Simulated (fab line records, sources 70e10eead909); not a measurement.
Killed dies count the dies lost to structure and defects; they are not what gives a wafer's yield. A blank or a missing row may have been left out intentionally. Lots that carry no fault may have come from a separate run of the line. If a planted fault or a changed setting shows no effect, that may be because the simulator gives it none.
Which tool was responsible? :: flow nandHarc :: 14 lots, 42 wafers sampled, at 4 steps of a route of 1159

== WHAT EACH GAUGE READ, for each wafer ==
NHARC_END_SORT_01.
lot: L375
measured: day 19 15:26
on: prober-01
killedAtArray: 29 17 22
killedAtOther: 2 0 0
killedAtPeriphery: 3 3 5
killedDies: 34 20 27
killedOpen: 4 1 4
killedShort: 5 1 3

lot: L376
measured: day 19 16:14
on: prober-02
killedAtArray: 27 21 19
killedAtOther: 1 1 0
killedAtPeriphery: 5 1 3
killedDies: 33 23 22
killedOpen: 4 3 4
killedShort: 1 1 3

lot: L380
measured: day 21 03:29
on: prober-02
killedAtArray: 34 38 30
killedAtOther: 3 3 3
killedAtPeriphery: 3 5 3
killedDies: 40 46 36
killedOpen: 5 6 5
killedShort: 1 4 2

lot: L381
measured: day 21 12:56
on: prober-01
killedAtArray: 36 28 33
killedAtOther: 1 0 0
killedAtPeriphery: 3 0 2
killedDies: 40 28 35
killedOpen: 2 2 2
killedShort: 0 2 1

lot: L384
measured: day 21 20:40
on: prober-02
killedAtArray: 15 16 11
killedAtOther: 0 0 1
killedAtPeriphery: 1 2 0
killedDies: 16 18 12
killedOpen: 4 5 4
killedShort: 1 4 2

lot: L386
measured: day 22 03:39
on: prober-02
killedAtArray: 14 18 15
killedAtOther: 0 0 0
killedAtPeriphery: 2 0 0
killedDies: 16 18 15
killedOpen: 4 4 2
killedShort: 0 0 0

lot: L394
measured: day 23 22:55
on: prober-02
killedAtArray: 29 17 19
killedAtOther: 0 0 0
killedAtPeriphery: 31 93 41
killedDies: 60 110 60
killedOpen: 1 0 4
killedShort: 1 1 1

lot: L395
measured: day 24 19:07
on: prober-01
killedAtArray: 21 18 23
killedAtOther: 0 1 2
killedAtPeriphery: 90 91 91
killedDies: 111 110 116
killedOpen: 7 4 4
killedShort: 0 0 0

== WHAT TOOL EACH LOT RAN ON (gives the tool, then ch and the chambers of the sampled wafers, and finally the start) ==
lot: L375
NHARC_P_CONTACT_CVD_23: cvdW-02 ch 0,1, day 6 03:36
NHARC_THIN_TSV_DEP_47: pecvd-03 ch 0,1,2, day 19 02:00
NHARC_THIN_TSV_ANNEAL_52: rtpAnneal-01 ch 0, day 19 04:14

lot: L378
NHARC_P_CONTACT_CVD_23: cvdW-02 ch 1, day 6 17:07
NHARC_THIN_TSV_DEP_47: pecvd-02 ch 0,1,2, day 19 08:39
NHARC_THIN_TSV_ANNEAL_52: rtpAnneal-02 ch 0, day 19 15:14

lot: L376
NHARC_P_CONTACT_CVD_23: cvdW-01 ch 1, day 6 17:13
NHARC_THIN_TSV_DEP_47: pecvd-02 ch 0,1,2, day 19 02:41
NHARC_THIN_TSV_ANNEAL_52: rtpAnneal-01 ch 0, day 19 04:58

lot: L380
NHARC_P_CONTACT_CVD_23: cvdW-01 ch 0,1, day 7 02:40
NHARC_THIN_TSV_DEP_47: pecvd-03 ch 0,1, day 20 15:20
NHARC_THIN_TSV_ANNEAL_52: rtpAnneal-02 ch 0, day 20 17:27

lot: L379
NHARC_P_CONTACT_CVD_23: cvdW-01 ch 0,1, day 7 03:23
NHARC_THIN_TSV_DEP_47: pecvd-03 ch 1,2, day 20 14:02
NHARC_THIN_TSV_ANNEAL_52: rtpAnneal-02 ch 0, day 20 16:17

lot: L382
NHARC_P_CONTACT_CVD_23: cvdW-01 ch 0,1, day 7 12:34
NHARC_THIN_TSV_DEP_47: pecvd-02 ch 0,2, day 20 06:37
NHARC_THIN_TSV_ANNEAL_52: rtpAnneal-02 ch 0, day 20 08:44

lot: L381
NHARC_P_CONTACT_CVD_23: cvdW-01 ch 0,1, day 7 15:56
NHARC_THIN_TSV_DEP_47: pecvd-02 ch 0,1,2, day 20 19:42
NHARC_THIN_TSV_ANNEAL_52: rtpAnneal-01 ch 0, day 20 21:52

lot: L384
NHARC_P_CONTACT_CVD_23: cvdW-01 ch 0,1, day 8 09:41
NHARC_THIN_TSV_DEP_47: pecvd-02 ch 0,1, day 21 02:15
NHARC_THIN_TSV_ANNEAL_52: rtpAnneal-01 ch 0, day 21 04:23

lot: L387
NHARC_P_CONTACT_CVD_23: cvdW-01 ch 0,1, day 8 19:02
NHARC_THIN_TSV_DEP_47: pecvd-02 ch 0,1,2, day 21 03:24
NHARC_THIN_TSV_ANNEAL_52: rtpAnneal-02 ch 0, day 21 05:31

lot: L386
NHARC_P_CONTACT_CVD_23: cvdW-02 ch 0,1, day 8 19:57
NHARC_THIN_TSV_DEP_47: pecvd-02 ch 0,1, day 21 04:27
NHARC_THIN_TSV_ANNEAL_52: rtpAnneal-02 ch 0, day 21 06:39

lot: L388
NHARC_P_CONTACT_CVD_23: cvdW-01 ch 0,1, day 9 06:31
NHARC_THIN_TSV_DEP_47: pecvd-03 ch 0,1,2, day 21 23:47
NHARC_THIN_TSV_ANNEAL_52: rtpAnneal-02 ch 0, day 22 01:54

lot: L392
NHARC_P_CONTACT_CVD_23: cvdW-01 ch 0,1, day 10 08:34
NHARC_THIN_TSV_DEP_47: pecvd-02 ch 0,1,2, day 23 03:31
NHARC_THIN_TSV_ANNEAL_52: rtpAnneal-02 ch 0, day 23 05:39

lot: L394
NHARC_P_CONTACT_CVD_23: cvdW-01 ch 0,1, day 10 18:38
NHARC_THIN_TSV_DEP_47: pecvd-01 ch 0,1,2, day 23 05:42
NHARC_THIN_TSV_ANNEAL_52: rtpAnneal-01 ch 0, day 23 08:29

lot: L395
NHARC_P_CONTACT_CVD_23: cvdW-01 ch 1, day 11 08:25
NHARC_THIN_TSV_DEP_47: pecvd-03 ch 0,2, day 24 05:56
NHARC_THIN_TSV_ANNEAL_52: rtpAnneal-01 ch 0, day 24 08:04
- NHARC_P_CONTACT_CVD_23: deposits W, target thk 200 nm, time 557 s.
- NHARC_THIN_TSV_DEP_47: deposits SiO2, target thk 200 nm.
- NHARC_THIN_TSV_ANNEAL_52: time 90 s.

== WHAT THE TOOLS THEMSELVES READ (means of the sampled wafers that have a number; where no wafer has one, the mark that the record gives instead) ==
NHARC_P_CONTACT_CVD_23.
lot: L375
tool: cvdW-02
heaterPowerOuterW (W): 285
heaterPowerW (W): 450
throttleValvePct (%): 8.01

lot: L378
tool: cvdW-02
heaterPowerOuterW (W): 257
heaterPowerW (W): 440
throttleValvePct (%): 8.35

lot: L376
tool: cvdW-01
heaterPowerOuterW (W): 264
heaterPowerW (W): 459
throttleValvePct (%): 8.09

lot: L380
tool: cvdW-01
heaterPowerOuterW (W): 293
heaterPowerW (W): 508
throttleValvePct (%): 8.03

lot: L379
tool: cvdW-01
heaterPowerOuterW (W): 276
heaterPowerW (W): 487
throttleValvePct (%): 8.27

lot: L382
tool: cvdW-01
heaterPowerOuterW (W): 279
heaterPowerW (W): 491
throttleValvePct (%): 8.07

lot: L381
tool: cvdW-01
heaterPowerOuterW (W): 276
heaterPowerW (W): 486
throttleValvePct (%): 8.12

lot: L384
tool: cvdW-01
heaterPowerOuterW (W): 281
heaterPowerW (W): 485
throttleValvePct (%): 8.10

lot: L387
tool: cvdW-01
heaterPowerOuterW (W): 277
heaterPowerW (W): 491
throttleValvePct (%): 7.97

lot: L386
tool: cvdW-02
heaterPowerOuterW (W): 286
heaterPowerW (W): 454
throttleValvePct (%): 8.12

lot: L388
tool: cvdW-01
heaterPowerOuterW (W): 279
heaterPowerW (W): 483
throttleValvePct (%): 8.10

lot: L392
tool: cvdW-01
heaterPowerOuterW (W): 280
heaterPowerW (W): 482
throttleValvePct (%): 8.19

lot: L394
tool: cvdW-01
heaterPowerOuterW (W): 293
heaterPowerW (W): 512
throttleValvePct (%): 8.01

lot: L395
tool: cvdW-01
heaterPowerOuterW (W): 265
heaterPowerW (W): 469
throttleValvePct (%): 8.16

NHARC_THIN_TSV_DEP_47.
lot: L375
tool: pecvd-03
flowSccm (sccm): 2654
throttleValvePct (%): 16.5

lot: L378
tool: pecvd-02
flowSccm (sccm): 2651
throttleValvePct (%): 15.8

lot: L376
tool: pecvd-02
flowSccm (sccm): 2656
throttleValvePct (%): 16.0

lot: L380
tool: pecvd-03
flowSccm (sccm): 2647
throttleValvePct (%): 16.6

lot: L379
tool: pecvd-03
flowSccm (sccm): 2654
throttleValvePct (%): 16.5

lot: L382
tool: pecvd-02
flowSccm (sccm): 2657
throttleValvePct (%): 15.8

lot: L381
tool: pecvd-02
flowSccm (sccm): 2652
throttleValvePct (%): 16.0

lot: L384
tool: pecvd-02
flowSccm (sccm): 2656
throttleValvePct (%): 16.3

lot: L387
tool: pecvd-02
flowSccm (sccm): 2650
throttleValvePct (%): 15.9

lot: L386
tool: pecvd-02
flowSccm (sccm): 2648
throttleValvePct (%): 16.3

lot: L388
tool: pecvd-03
flowSccm (sccm): 2647
throttleValvePct (%): 16.1

lot: L392
tool: pecvd-02
flowSccm (sccm): 2651
throttleValvePct (%): 15.5

lot: L394
tool: pecvd-01
flowSccm (sccm): 2645
throttleValvePct (%): 16.0

lot: L395
tool: pecvd-03
flowSccm (sccm): 2645
throttleValvePct (%): 16.4

NHARC_THIN_TSV_ANNEAL_52.
lot: L375
tool: rtpAnneal-01
wafer_temp_C_max: 226.18

lot: L378
tool: rtpAnneal-02
wafer_temp_C_max: 225.50

lot: L376
tool: rtpAnneal-01
wafer_temp_C_max: 225.87

lot: L380
tool: rtpAnneal-02
wafer_temp_C_max: 226.19

lot: L379
tool: rtpAnneal-02
wafer_temp_C_max: 226.02

lot: L382
tool: rtpAnneal-02
wafer_temp_C_max: 225.99

lot: L381
tool: rtpAnneal-01
wafer_temp_C_max: 226.25

lot: L384
tool: rtpAnneal-01
wafer_temp_C_max: 225.94

lot: L387
tool: rtpAnneal-02
wafer_temp_C_max: 225.93

lot: L386
tool: rtpAnneal-02
wafer_temp_C_max: 225.79

lot: L388
tool: rtpAnneal-02
wafer_temp_C_max: 225.68

lot: L392
tool: rtpAnneal-02
wafer_temp_C_max: 225.81

lot: L394
tool: rtpAnneal-01
wafer_temp_C_max: 226.01

lot: L395
tool: rtpAnneal-01
wafer_temp_C_max: 226.26

== THE ANSWER, worked out from the rows above alone ==
Rule: what is usual is taken from the lots themselves. The widest of any qualifying gaps counts: lots, ordered by their means at a reading, are off when they make up no more than a third of the lots, leave a main group of 4 or more, and stand apart from it by 3 or more times the standard deviation of that group's means. Not used: any main group whose means are identical at the precision the tables above print for the reading. Also off: a lot with no number at a reading for which 4 or more lots have one. Where the step has rows for the other lots, those lots are counted as sound. First the gauges in route order, then the tools' own readings, where a lot's mean is used as printed above. At the first step where some lot is off, the reading lying furthest off is the one used; lots without a number count as furthest.
Off: L394, L395, at NHARC_END_SORT_01 (killedAtPeriphery). The main group has a mean of 2.3 with a standard deviation of 1.2. Neither off nor sound, because the step has no rows for them: L378, L379, L382, L387, L388, L392.
If a tool, at a process step before that reading, ran all the lots that are off and no sound lot after the first of them, it fits. The gauges at NHARC_END_SORT_01 are tried like those tools. Can't be told from this: 2 tools fit, cvdW-01 at NHARC_P_CONTACT_CVD_23, rtpAnneal-01 at NHARC_THIN_TSV_ANNEAL_52.

== WHAT THE SIMULATOR PUT IN ==
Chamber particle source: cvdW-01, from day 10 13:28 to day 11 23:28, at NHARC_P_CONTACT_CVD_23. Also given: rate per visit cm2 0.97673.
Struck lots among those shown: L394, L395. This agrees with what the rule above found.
